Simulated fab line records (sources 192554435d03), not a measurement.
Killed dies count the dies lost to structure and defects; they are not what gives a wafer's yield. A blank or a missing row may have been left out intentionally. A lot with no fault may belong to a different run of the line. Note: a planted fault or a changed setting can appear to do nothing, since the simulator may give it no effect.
Split-lot trial    flow n5-finfet    on a route of 1938 steps: 7 lots, 21 wafers read

== ON THE SPLIT ==
At N5_BEOL_M10_VIA_ETCH_34 (etches SiCOH lowk in C4F6/O2, target depth 184.5 nm, time 69.2 s), the setting time-s was moved away from the recipe's 69.2 s on 9 of the 21 wafers read, by -16.0% to +20.3%. All remaining wafers had this setting at the recipe value.

The split's own step is where the reading is taken.

== THE READING ==
SOC_of_BEOL_M10_COAT_63.thk-nm (the simulator's own value, which no gauge read), in nm, at N5_BEOL_M10_VIA_ETCH_34 (etches SiCOH lowk in C4F6/O2, target depth 184.5 nm, time 69.2 s). The file gives no usual value for it. The 12 wafers here that ran the recipe average 92.1 nm, standard deviation 0.33 nm.

wafer   tool, chamber at the split  time-s as run, s  against the recipe  SOC_of_BEOL_M10_COAT_63.thk-nm, nm  against lot-mates on the recipe
L074.1  rie-diel-06, 0              69.2              recipe              91.4                                -
L074.2  rie-diel-06, 2              69.2              recipe              91.8                                -
L074.4  rie-diel-06, 1              74.5              +7.7%               91                                  -0.6
L076.4  rie-diel-01, 0              69.2              recipe              92                                  -
L076.5  rie-diel-01, 3              58.1              -16.0%              93.2                                +1.2
L076.6  rie-diel-01, 1              58.1              -16.0%              93.2                                +1.2
L078.2  rie-diel-06, 1              69.2              recipe              92                                  -
L078.4  rie-diel-06, 3              78.22             +13.0%              91.2                                -0.8
L078.6  rie-diel-06, 3              78.22             +13.0%              91.2                                -0.8
L084.2  rie-diel-01, 0              69.2              recipe              92.6                                -
L084.5  rie-diel-01, 0              69.2              recipe              92.6                                -
L084.6  rie-diel-01, 3              69.2              recipe              92.4                                -
L087.1  rie-diel-06, 2              69.2              recipe              92                                  -
L087.5  rie-diel-06, 3              58.79             -15.0%              93.2                                +1.1
L087.6  rie-diel-06, 2              69.2              recipe              92.2                                -
L090.1  rie-diel-06, 3              64.09             -7.4%               92.8                                +0.4
L090.3  rie-diel-06, 2              69.2              recipe              92.4                                -
L090.6  rie-diel-06, 1              64.09             -7.4%               93.2                                +0.8
L095.2  rie-diel-01, 1              69.2              recipe              92.2                                -
L095.4  rie-diel-01, 0              83.26             +20.3%              90.8                                -1.4
L095.6  rie-diel-01, 2              69.2              recipe              92.2                                -

THE FIT
A straight line over all 21 wafers: SOC_of_BEOL_M10_COAT_63.thk-nm changes by -0.0741 nm for each +1% of time-s; r = -0.91; the points scatter about the line by 0.32 nm.
The same after taking each lot's own level away (the mean of its wafers on the recipe; 21 wafers): -0.0708 nm for each +1%; r = -0.99; scatter 0.11 nm.
Per that fit: largest time-s move, reading shift of 1.4 nm.
The lots' own levels span 91.60 to 92.53 nm, that is 2.8 times the standard deviation above.
The two slopes agree, so the slope changes little with the lot-to-lot level.
Check: with one of the wafers moved furthest among these (+20.3%) left out of the fit, the line predicts -1.42 nm for it against its lot-mates. It came out at -1.4 nm against them.

== THE OTHER SPLITS THESE WAFERS WENT THROUGH ==
These wafers also went through other splits before the reading. Each is held against what the fit with the lots' levels taken away leaves over:
other split on the same wafers  wafers away from the commonest value  r with SOC_of_BEOL_M10_COAT_63.thk-nm (lot level and that fit taken away)
N5_BEOL_M9_COAT_22 spin-rpm     7                                     -0.17

== THE WHOLE CHAIN: every reading that the file lists as answering this split, in the file's order ==
step                     what it does                                                      reading                                                                          change (the file's fit)                r (the file's)
N5_BEOL_M10_VIA_ETCH_34  etches SiCOH lowk in C4F6/O2, target depth 184.5 nm, time 69.2 s  etch.depth-nm (the simulator's own value, which no gauge read)                   +1.63 nm for each +1% of the setting   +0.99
N5_BEOL_M10_VIA_ETCH_34  etches SiCOH lowk in C4F6/O2, target depth 184.5 nm, time 69.2 s  SOC_of_BEOL_M10_COAT_63.thk-nm (the simulator's own value, which no gauge read)  -0.071 nm for each +1% of the setting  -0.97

== THE FILE'S OWN FIT ==
SOC_of_BEOL_M10_COAT_63.thk-nm changes by -0.071 nm for each +1% of time-s, r = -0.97.
